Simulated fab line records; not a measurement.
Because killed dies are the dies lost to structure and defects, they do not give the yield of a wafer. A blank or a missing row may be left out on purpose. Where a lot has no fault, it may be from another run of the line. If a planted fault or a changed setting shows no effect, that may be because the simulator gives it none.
Chamber matching :: flow n5-finfet :: N5_MOL_CONTACT_COAG_CMP_28 on cmp-01 has 4 sister chambers
The step polishes, stops on SiNx, t overpolish 0.85 s, target thk 14.522 nm. 16 wafers are shown with their chamber, then 8 later ones without.

## EACH WAFER AND ITS CHAMBER
wafer: L076.1
chamber: 3
motor-current-A (A): 12.1
time-to-endpoint-s (s): 1.0
platen-rpm (rpm): 51.79

wafer: L076.2
chamber: 2
motor-current-A (A): 11.9
time-to-endpoint-s (s): 6.5
platen-rpm (rpm): 51.78

wafer: L076.4
chamber: 1
motor-current-A (A): 10.7
time-to-endpoint-s (s): 6.5
platen-rpm (rpm): 51.79

wafer: L077.2
chamber: 0
motor-current-A (A): 12.2
time-to-endpoint-s (s): 7.9
platen-rpm (rpm): 51.79

wafer: L077.3
chamber: 1
motor-current-A (A): 10.4
time-to-endpoint-s (s): 7.6
platen-rpm (rpm): 51.80

wafer: L077.5
chamber: 0
motor-current-A (A): 12.3
time-to-endpoint-s (s): 8.1
platen-rpm (rpm): 51.80

wafer: L079.1
chamber: 0
motor-current-A (A): 12.4
time-to-endpoint-s (s): 4.1
platen-rpm (rpm): 51.82

wafer: L079.4
chamber: 2
motor-current-A (A): 12.3
time-to-endpoint-s (s): 4.3
platen-rpm (rpm): 51.83

wafer: L079.6
chamber: 1
motor-current-A (A): 11.0
time-to-endpoint-s (s): 6.4
platen-rpm (rpm): 51.82

wafer: L082.1
chamber: 2
motor-current-A (A): 11.7
time-to-endpoint-s (s): 1.9
platen-rpm (rpm): 51.87

wafer: L082.2
chamber: 0
motor-current-A (A): 11.9
time-to-endpoint-s (s): 4.6
platen-rpm (rpm): 51.76

wafer: L082.6
chamber: 1
motor-current-A (A): 10.6
time-to-endpoint-s (s): 4.9
platen-rpm (rpm): 51.76

wafer: L083.2
chamber: 2
motor-current-A (A): 11.6
time-to-endpoint-s (s): 3.6
platen-rpm (rpm): 51.77

wafer: L083.4
chamber: 1
motor-current-A (A): 10.8
time-to-endpoint-s (s): 3.8
platen-rpm (rpm): 51.75

wafer: L083.6
chamber: 1
motor-current-A (A): 10.8
time-to-endpoint-s (s): 6.2
platen-rpm (rpm): 51.77

wafer: L085.1
chamber: 2
motor-current-A (A): 11.8
time-to-endpoint-s (s): 7.2
platen-rpm (rpm): 51.84

SIGNATURES (averages over the wafers above)
reading: motor-current-A
chamber 0: 12.200
chamber 1: 10.717
chamber 2: 11.860
chamber 3: 12.100
scatter within a chamber: 0.231

reading: time-to-endpoint-s
chamber 0: 6.175
chamber 1: 5.900
chamber 2: 4.700
chamber 3: 1.000
scatter within a chamber: 1.85

reading: platen-rpm
chamber 0: 51.7925
chamber 1: 51.7817
chamber 2: 51.8180
chamber 3: 51.7900
scatter within a chamber: 0.0322
Rule: distance of a wafer from a chamber = root of the sum over the readings of ((wafer's reading minus chamber's mean) / reading's scatter) squared. The wafer belongs to the nearest chamber; if the next one is less than 2 further off, it can't be placed. The scatter is the square root of a quotient: the sum, over the shown wafers, of each reading's squared deviation from its chamber's mean, divided by wafers minus chambers.

## WAFERS WITHOUT THEIR CHAMBER
wafer: L085.5
motor-current-A (A): 12.8
time-to-endpoint-s (s): 4.3
platen-rpm (rpm): 51.78

wafer: L085.6
motor-current-A (A): 11.7
time-to-endpoint-s (s): 5.9
platen-rpm (rpm): 51.80

wafer: L086.1
motor-current-A (A): 12.4
time-to-endpoint-s (s): 6.3
platen-rpm (rpm): 51.82

wafer: L086.2
motor-current-A (A): 11.3
time-to-endpoint-s (s): 7.6
platen-rpm (rpm): 51.83

wafer: L086.4
motor-current-A (A): 11.7
time-to-endpoint-s (s): 3.2
platen-rpm (rpm): 51.80

wafer: L092.2
motor-current-A (A): 10.5
time-to-endpoint-s (s): 4.9
platen-rpm (rpm): 51.80

wafer: L092.4
motor-current-A (A): 12.2
time-to-endpoint-s (s): 4.5
platen-rpm (rpm): 51.80

wafer: L092.6
motor-current-A (A): 12.0
time-to-endpoint-s (s): 6.7
platen-rpm (rpm): 51.79

## WHICH CHAMBER EACH WENT THROUGH
wafer: L085.5
from the rows above: can't be placed: 0 or 3 or 2
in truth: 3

wafer: L085.6
from the rows above: can't be placed: 2 or 0
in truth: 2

wafer: L086.1
from the rows above: can't be placed: 0 or 2
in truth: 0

wafer: L086.2
from the rows above: can't be placed: 2 or 1 or 0
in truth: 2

wafer: L086.4
from the rows above: can't be placed: 2 or 3 or 0
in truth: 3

wafer: L092.2
from the rows above: 1
in truth: 1

wafer: L092.4
from the rows above: can't be placed: 0 or 2 or 3
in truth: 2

wafer: L092.6
from the rows above: can't be placed: 0 or 2
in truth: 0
Correct placement for 1 of the 8. Can't be placed from these rows: 7 (the true chamber is among the candidates in 7). Wrongly placed: 0.
